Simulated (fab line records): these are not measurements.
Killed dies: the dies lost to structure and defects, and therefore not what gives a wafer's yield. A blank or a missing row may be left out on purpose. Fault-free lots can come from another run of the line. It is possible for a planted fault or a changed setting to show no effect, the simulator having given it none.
8D (eight disciplines) problem report, filled in by code | flow n5Finfet | the parts of the form that need people (team, actions taken, sign-off) are left out

1. PROBLEM STATEMENT
Mean of oesProductAu at N5_FIN_SAQP_ETCH_65: 1.345 a.u. across 2 wafers in 2 lots; on wafers with no fault it is 0.999 a.u. (standard deviation 0.012). That is +29 standard deviations from the usual mean.
The step: etches SiO2 in CF4, target depth 4 nm, time 4.4 s.
First observed at day 5 06:54: wafer L833.2, on rieSi-06. Wafers with a number at this step in the record: 35, from 13 lots. The rule behind "out" and "out of limits": a value lying over 4 standard deviations away from the usual mean. All remaining wafers that have a number are taken as sound.

2. WHAT IT IS, AND WHAT IT ISN'T
question                    | is               | is not
which readings at this step | oesProductAu     | drypumpMotorCurrentA
which lots                  | L833, L834       | L820, L821, L822, L823, L824, L825, L826, L827, L828, L829, L838
which wafers of those lots  | L833.2, L834.2   | L833.5, L834.6
read on which tools         | rieSi-06         | rieSi-01
when                        | from day 5 06:54 | up to then (29 sound wafers); but 4 sound wafers of L834, L838 came after

3. SUSPECTS, AND WHAT RULES EACH OUT
Counting: any tool at a process step up to the reading remains a suspect provided it ran every lot that is out. Sound lots after the first of them don't rule it out here, since some wafers of a struck lot are sound.
- rieDiel-05 at N5_FIN_SAQP_SPACER1_ETCHBACK_25 (etches SiO2 in CHF3/O2, target depth 24.4 nm, time 12.2 s): kept. It ran every lot that is out, first L833 (day 5 06:29); its last sound lot up to then is L829 (day 4 07:43).
- rieSi-06 at N5_FIN_SAQP_ETCH_65 (etches SiO2 in CF4, target depth 4 nm, time 4.4 s): kept. It ran every lot that is out, first L833 (day 5 06:54); its last sound lot up to then is L828 (day 4 01:02). Its own oesProductAu readings are out on those wafers.
Left after counting: rieDiel-05 at N5_FIN_SAQP_SPACER1_ETCHBACK_25, rieSi-06 at N5_FIN_SAQP_ETCH_65.

4. THE CAUSE (what the simulator had put in)
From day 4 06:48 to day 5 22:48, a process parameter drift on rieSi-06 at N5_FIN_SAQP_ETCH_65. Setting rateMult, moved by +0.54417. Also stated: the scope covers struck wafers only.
This tool is one of the 2 suspects left after counting.

5. SEQUENCE OF EFFECTS, ordered by route
Each row: a reading whose mean over the struck wafers that have a number lies more than 3 standard deviations from the usual. Only readings for which the record gives a usual standard deviation are gone through. hours: the time from each lot's start at the first step in this table that gives one to its start at this step, as a median over the lots. sigmas: the change in usual standard deviations.
hours | step                | reading      | usual      | on struck wafers | change | sigmas
0     | N5_FIN_SAQP_ETCH_65 | oesProductAu | 0.999 a.u. | 1.345            | +0.346 | +29
It contains these process steps:
- N5_FIN_SAQP_ETCH_65: etches SiO2 in CF4, target depth 4 nm, time 4.4 s.
At these later measuring or inspecting steps, every struck wafer for which the step has a row has a number for every such reading, and none has moved that far: N5_FIN_SAQP_CD_MEAS_31.

6. HOW IT WOULD HAVE BEEN CAUGHT EARLIER
In this record the first reading out of limits was taken at day 5 06:54, 24 hours after the fault began at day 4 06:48.
